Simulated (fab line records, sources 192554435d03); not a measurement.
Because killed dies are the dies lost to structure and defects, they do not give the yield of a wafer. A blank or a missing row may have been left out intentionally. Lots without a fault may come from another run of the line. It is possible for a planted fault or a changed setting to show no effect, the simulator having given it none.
Matching of chambers | flow n5Finfet | 4 sister chambers for N5_FIN_SAQP_STRIP_70 on rieDiel-01
The step strips in N2/H2. 8 wafers are shown with their chamber, then 7 later ones without.

== WAFERS WITH THEIR CHAMBER ==
wafer  | chamber | showerheadPlenumPTorr (Torr) | oesProductAu (a.u.)
L450.2 | 0       | 3.33                         | 0.76
L455.6 | 1       | 3.32                         | 0.72
L457.4 | 2       | 3.59                         | 0.94
L461.2 | 0       | 3.32                         | 0.75
L461.3 | 1       | 3.31                         | 0.72
L461.4 | 3       | 3.57                         | 0.90
L466.2 | 2       | 3.58                         | 0.90
L466.3 | 3       | 3.57                         | 0.88

== WAFERS WITH NO CHAMBER GIVEN ==
wafer  | showerheadPlenumPTorr (Torr) | oesProductAu (a.u.)
L466.5 | 3.57                         | 0.88
L467.1 | 3.56                         | 0.87
L467.3 | 3.58                         | 0.89
L467.5 | 3.58                         | 0.90
L468.1 | 3.31                         | 0.71
L468.2 | 3.31                         | 0.75
L468.3 | 3.58                         | 0.89

== WHICH CHAMBER EACH ONE RAN IN ==
wafer  | from the rows above     | in truth
L466.5 | 3                       | 3
L467.1 | 3                       | 3
L467.3 | can't be placed: 3 or 2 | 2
L467.5 | can't be placed: 2 or 3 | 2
L468.1 | 1                       | 1
L468.2 | can't be placed: 1 or 0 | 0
L468.3 | can't be placed: 3 or 2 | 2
Correct placement for 3 of the 7. Not placeable from these rows: 4 (in 4, the candidates include the true chamber). 0 placed wrongly.
How it was worked out, from the rows above alone: a wafer's distance from a chamber is the root of the sum, over the readings, of the square of ((its reading less the chamber's mean) divided by the reading's scatter). The wafer belongs to the nearest chamber; if the next one is less than 2 further off, it can't be placed. The mean given for a chamber averages the wafers shown for that chamber. The scatter is the square root of a quotient: the sum, over the shown wafers, of each reading's squared deviation from its chamber's mean, divided by wafers minus chambers.
